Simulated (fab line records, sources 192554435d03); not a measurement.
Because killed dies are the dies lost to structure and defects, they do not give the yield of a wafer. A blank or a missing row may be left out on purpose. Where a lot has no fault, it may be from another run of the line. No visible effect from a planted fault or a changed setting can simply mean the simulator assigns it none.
Matching of chambers	flow n5Finfet	4 sister chambers for N5_BEOL_M15_STRIP_36 on rieDiel-04
The step strips in O2. 20 wafers are shown with their chamber, then 10 later ones without.

## WAFERS, EACH WITH ITS CHAMBER
wafer	chamber	showerheadPlenumPTorr (Torr)	drypumpMotorCurrentA (A)	throttleValvePct (%)
L079.1	1	2.03	5.3	16.41
L079.3	2	2.12	6.3	16.72
L079.4	3	2.10	5.7	16.64
L078.2	1	2.03	5.3	16.37
L078.4	0	2.11	5.9	16.70
L078.5	1	2.03	5.3	16.39
L077.1	3	2.10	5.7	16.60
L077.3	0	2.12	5.9	16.73
L077.6	1	2.03	5.4	16.40
L080.2	3	2.10	5.7	16.65
L080.4	0	2.11	5.9	16.70
L080.5	3	2.10	5.7	16.63
L083.1	1	2.03	5.4	16.39
L083.5	3	2.10	5.7	16.66
L083.6	2	2.12	6.4	16.76
L084.2	3	2.10	5.7	16.64
L084.3	2	2.12	6.4	16.74
L084.5	3	2.10	5.7	16.64
L089.1	0	2.11	5.9	16.72
L089.5	2	2.12	6.4	16.80

SIGNATURES (means of the wafers above)
reading	chamber 0	chamber 1	chamber 2	chamber 3	scatter within a chamber
showerheadPlenumPTorr	2.1125	2.0300	2.1200	2.1000	0.00217
drypumpMotorCurrentA	5.900	5.340	6.375	5.700	0.0349
throttleValvePct	16.7125	16.3920	16.7550	16.6371	0.0212
Rule: a wafer's distance from a chamber is the root of the sum, over the readings, of the square of ((its reading less the chamber's mean) divided by the reading's scatter). If the next closest chamber is less than 2 further off than the closest, the wafer can't be placed; otherwise it belongs to the closest. The scatter: the root of (the sum of the squares of (reading less its chamber's mean) over the shown wafers, divided by (wafers less chambers)).

## WAFERS WITH NO CHAMBER GIVEN
wafer	showerheadPlenumPTorr (Torr)	drypumpMotorCurrentA (A)	throttleValvePct (%)
L089.6	2.02	5.3	16.41
L090.1	2.02	5.3	16.42
L090.3	2.12	6.4	16.76
L090.5	2.02	5.3	16.39
L093.3	2.11	6.4	16.81
L093.4	2.11	5.9	16.75
L093.6	2.02	5.4	16.44
L094.1	2.09	5.7	16.69
L094.5	2.09	5.7	16.69
L094.6	2.11	6.4	16.82

## WHICH CHAMBER EACH WENT THROUGH
wafer	from the rows above	in truth
L089.6	1	1
L090.1	1	1
L090.3	2	2
L090.5	1	1
L093.3	2	2
L093.4	0	0
L093.6	1	1
L094.1	3	3
L094.5	3	3
L094.6	2	2
Placed correctly: 10 of 10. Left unplaced by these rows: 0. Number placed wrongly: 0.
